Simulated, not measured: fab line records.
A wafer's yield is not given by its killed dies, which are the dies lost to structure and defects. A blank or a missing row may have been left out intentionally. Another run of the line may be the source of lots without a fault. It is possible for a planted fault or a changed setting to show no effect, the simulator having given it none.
Which of the tools did it? + flow nand harc + 11 lots, 33 wafers sampled, at 5 steps of a route of 1159

WHAT THE GAUGES READ, wafer by wafer
NHARC_END_SORT_01.
| lot  | measured     | on        | defect limited yield (%) |
|------|--------------|-----------|--------------------------|
| L199 | day 20 01:14 | prober-02 | 95.7 96.0 97.0           |
| L205 | day 22 07:51 | prober-02 | 96.5 95.1 95.3           |

WHAT TOOL EACH LOT RAN ON (gives the tool, then ch and the chambers of the sampled wafers, and finally the start)
| lot  | NHARC_A_M1_CMP_23             | NHARC_A_BONDPAD_ETCH_34            | NHARC_A_BONDPAD_STRIP_15           | NHARC_A_BONDPAD_STRIP_16            |
|------|-------------------------------|------------------------------------|------------------------------------|-------------------------------------|
| L195 | cmp-03 ch 0,2, day 18 01:29   | rie diel-10 ch 0,2,3, day 18 04:11 | rie diel-10 ch 0,2,3, day 18 04:30 | wet bench-10 ch 1,4,5, day 18 04:46 |
| L199 | cmp-03 ch 0,1,3, day 18 10:59 | rie diel-10 ch 1,2,3, day 18 13:40 | rie diel-10 ch 0,1,3, day 18 14:00 | wet bench-10 ch 0,3,4, day 18 14:15 |
| L198 | cmp-02 ch 0,3, day 18 11:34   | rie diel-10 ch 0,1, day 18 14:26   | rie diel-10 ch 2,3, day 18 14:46   | wet bench-10 ch 0,2,7, day 18 15:02 |
| L200 | cmp-03 ch 0,2,3, day 19 11:11 | rie diel-06 ch 0,1,2, day 19 13:53 | rie diel-10 ch 0,1,3, day 19 14:11 | wet bench-08 ch 4,5,7, day 19 14:28 |
| L205 | cmp-04 ch 0,1,3, day 20 12:11 | rie diel-06 ch 0,1,2, day 20 14:52 | rie diel-06 ch 0,1,2, day 20 15:10 | wet bench-10 ch 0,1,3, day 20 15:26 |
| L207 | cmp-04 ch 0,1,3, day 20 17:44 | rie diel-06 ch 0,2,3, day 20 20:28 | rie diel-06 ch 1,2,3, day 20 20:46 | wet bench-08 ch 0,1,7, day 20 21:04 |
| L204 | cmp-04 ch 0,1,2, day 20 18:12 | rie diel-06 ch 1,2,3, day 20 20:59 | rie diel-10 ch 1,3, day 20 21:17   | wet bench-08 ch 3,4,6, day 20 21:34 |
| L211 | cmp-03 ch 0,1,2, day 22 08:33 | rie diel-06 ch 2,3, day 22 11:13   | rie diel-06 ch 1,2,3, day 22 11:32 | wet bench-08 ch 0,5,6, day 22 11:49 |
| L213 | cmp-03 ch 0,1,2, day 23 00:47 | rie diel-06 ch 0,1,2, day 23 03:30 | rie diel-06 ch 1,2,3, day 23 03:49 | wet bench-08 ch 0,5,6, day 23 04:05 |
| L215 | cmp-04 ch 0,1,2, day 23 15:17 | rie diel-06 ch 1,2, day 23 17:57   | rie diel-03 ch 1,2,3, day 23 18:17 | wet bench-08 ch 1,5,7, day 23 18:32 |
| L216 | cmp-03 ch 0,1,3, day 23 19:44 | rie diel-06 ch 0,1,3, day 23 22:16 | rie diel-10 ch 0,3, day 23 22:34   | wet bench-08 ch 0,2,3, day 23 22:51 |
- NHARC_A_M1_CMP_23: polishes, t overpolish 20 s, target thk 154.34 nm.
- NHARC_A_BONDPAD_ETCH_34: etches the open film in N2/H2, target depth 60 nm, overetch 18 nm, time 65.91 s.
- NHARC_A_BONDPAD_STRIP_15: strips in O2.
- NHARC_A_BONDPAD_STRIP_16: strips in post etch residue remover, time 600 s.

THE ANSWER, worked out from the rows above alone
Rule: the lots themselves supply what counts as usual. The widest of any qualifying gaps counts: lots, ordered by their means at a reading, are off when they make up no more than a third of the lots, leave a main group of 4 or more, and stand apart from it by 3 or more times the standard deviation of that group's means. If all means in a main group match to the digits the tables above print for the reading, that group is not used. A lot without any number at a reading at which 4 lots or more have one is off too. Any other lot the step has rows for is counted as sound.
Nothing can be told from this: no lot is off at any reading shown.

WHAT THE SIMULATOR PUT IN
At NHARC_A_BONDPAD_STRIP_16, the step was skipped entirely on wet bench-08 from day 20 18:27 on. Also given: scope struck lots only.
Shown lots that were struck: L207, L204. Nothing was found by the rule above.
